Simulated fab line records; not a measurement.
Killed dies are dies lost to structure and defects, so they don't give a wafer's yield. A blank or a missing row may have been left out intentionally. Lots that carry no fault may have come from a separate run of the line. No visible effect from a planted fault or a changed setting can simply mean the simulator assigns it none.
A struck lot beside a sound one -- flow nand-harc -- 40 out of 1159 route steps
Sound: the wafers L890.1, L890.5, L890.6. Struck: wafers L903.1, L903.4 (left out: L903.6, a lot-mate that was not struck); the cause follows at the end.
At each step with rows: each side's tool, then ch and its chambers, then its first start. Under that, the readings that differ: sound wafers -- struck wafers -- difference of the means -- sigmas: that difference in standard deviations of wafers without a fault.
alike: words and numbers the same on both sides, and readings whose means are apart by under 2 such deviations; not compared: readings that were withheld, readings missing a value for some wafer, numbers with overlapping values and no deviation given by the record, and bounds like >300 which may hide the same value.
Wherever a step has rows on one side only, a row that says differs or no value, or a row with sigmas, the two part there. Numbers that don't overlap but have no deviation are shown without sigmas and don't part them. A reading that every wafer of one side lacks parts them only if that side has two wafers or more.

first, 2 steps without rows for these wafers: NHARC_THIN_TSV_ETCH_44 (etches the open film in CF4/O2, target depth 1594.2 nm, time 797.1 s); NHARC_THIN_TSV_ETCH_15 (target depth 3000 nm, bosch target overetch cycles 2, bosch etch step 2.8 s).
NHARC_THIN_TSV_CD_MEAS_16:
  sound on cd-sem-03 at day 19 23:56; struck on cd-sem-02 at day 23 11:35
  alike: cd-nm
then, 2 steps without rows for these wafers: NHARC_THIN_TSV_STRIP_45 (strips in O2); NHARC_THIN_TSV_STRIP_46 (strips in post etch residue remover, time 1200 s).
NHARC_THIN_TSV_DEP_47: deposits SiO2, target thk 200 nm.
  sound on pecvd-03 ch 1,2, day 20 01:16; struck on pecvd-03 ch 0, day 23 12:34
  alike: rf-fwd-power-W, throttle-valve-pct
then, 4 steps without rows for these wafers: NHARC_THIN_TSV_ETCHBACK_48 (etches the open film in C4F8/Ar, target depth 1028.5 nm, time 405.17 s); NHARC_THIN_TSV_STRIP_62 (strips in N2/H2, time 20 s); NHARC_THIN_TSV_DEGAS_49 (time 120 s); NHARC_THIN_TSV_PRE_CLEAN_50 (time 30 s).
NHARC_THIN_TSV_PVD_19: deposits TaN, target thk 20 nm.
  sound on pvd-sputter-02; struck on pvd-sputter-03
  alike: chamber-pressure-pa, throttle-valve-pct
then, 1 step without rows for these wafers: NHARC_THIN_TSV_PVD_51 (deposits Cu, target thk 100 nm).
NHARC_THIN_TSV_ECD_20: material Cu, target thk 2000 nm.
  sound on ecd-cu-01 ch 0,1, day 20 02:53; struck on ecd-cu-01 ch 0,1, day 23 14:38
NHARC_THIN_TSV_ANNEAL_52: time 90 s.
  sound on rtp-anneal-01 ch 0, day 20 03:32; struck on rtp-anneal-01 ch 0, day 23 15:23
  alike: wafer_temp_C_max
then, 2 steps without rows for these wafers: NHARC_THIN_TSV_CMP_21 (polishes, t overpolish 30 s, target thk 2000 nm); NHARC_THIN_TSV_SRD_23.
NHARC_THIN_TSV_DEGAS_53: time 60 s.
  sound on pvd-sputter-01 at day 20 04:22; struck on pvd-sputter-03 at day 23 16:13
  alike: heater-power-w
then, 11 steps without rows for these wafers: NHARC_THIN_TSV_PRE_CLEAN_54 (time 30 s); NHARC_THIN_TSV_PVD_55 (deposits TiN, target thk 50 nm); NHARC_THIN_TSV_PVD_24 (deposits Al, target thk 800 nm); NHARC_THIN_TSV_DEHYDRATE_25 (time 120 s); NHARC_THIN_TSV_HMDS_26 (time 30 s); NHARC_THIN_TSV_COAT_27; NHARC_THIN_TSV_SOFTBAKE_28 (time 95 s); NHARC_THIN_TSV_EBR_29; NHARC_THIN_TSV_EXPOSE_30 (exposes mask PAD); NHARC_THIN_TSV_PEB_31 (peb time 85 s); NHARC_THIN_TSV_DEVELOP_32 (time 70 s).
NHARC_THIN_TSV_CD_MEAS_33: target cd 5000 nm.
  sound on cd-sem-02 ch 0, day 20 05:29; struck on cd-sem-03 ch 0, day 23 17:14
  alike: cd-nm
then, 4 steps without rows for these wafers: NHARC_THIN_TSV_HARDBAKE_34 (time 80 s); NHARC_THIN_TSV_DESCUM_35 (chemistry O2, time 3 s); NHARC_THIN_TSV_ETCH_59 (etches the open film in Cl2/BCl3, target depth 880 nm, time 138.1 s); NHARC_THIN_TSV_ETCH_36 (etches the open film in Cl2/BCl3, target depth 65 nm, time 18.571 s).
NHARC_THIN_TSV_STRIP_56: strips in O2.
  sound on plasma-asher-01 ch 0,1, day 20 06:13; struck on plasma-asher-01 ch 1, day 23 18:11
  alike: drypump-motor-current-A, heater-power-w
  not compared: rf-hours-counter-h
then, 1 step without rows for these wafers: NHARC_THIN_TSV_STRIP_57 (strips in post etch residue remover, time 1200 s).
NHARC_THIN_TSV_CD_MEAS_37:
  sound on cd-sem-01 at day 20 06:57; struck on cd-sem-02 at day 23 18:56
  alike: cd-nm
then, 1 step without rows for these wafers: NHARC_THIN_TSV_ANNEAL_58 (time 1800 s).
NHARC_THIN_TSV_INSPECT_40:
  sound on defect-inspect-01 at day 20 11:10; struck on defect-inspect-02 at day 23 20:36
reading,sound,struck,difference,sigmas
raw-defect-count,504 547 619,409 364,-170,-2
NHARC_END_WLT_00:
  the record has rows for the sound wafers here (prober-02, day 20 11:14) and none for the struck ones
NHARC_END_SORT_01:
  sound on prober-02 ch 0, day 20 14:16; struck on prober-02 ch 0, day 23 23:42
reading,sound,struck,difference,sigmas
defect-limited-yield (%),94.5 95.4 94.1,0 0.1,-95,-68
killed-at-other,0 1 0,648 650,+649,+99 or more
killed-dies,37 31 40,677 676,+640,+67
sort_bin_2_pct (%),0.9 0.7 1.8,96.9 96.9,+95.8,+99 or more
sort-n-pass,640 646 637,0 1,-640,-67
sort-rim-yield-pct (%),89 92 95,0 0,-92,-31
sort-yield-pct (%),94.5 95.4 94.1,0 0.1,-95,-68
  alike: killed-at-array, killed-at-periphery, killed-open, killed-short, sort_bin_3_pct, sort_bin_4_pct

WHERE THEY PART
At NHARC_THIN_TSV_INSPECT_40 first; at NHARC_END_SORT_01 last (within this record only).

WHY: what had been put in by the simulator
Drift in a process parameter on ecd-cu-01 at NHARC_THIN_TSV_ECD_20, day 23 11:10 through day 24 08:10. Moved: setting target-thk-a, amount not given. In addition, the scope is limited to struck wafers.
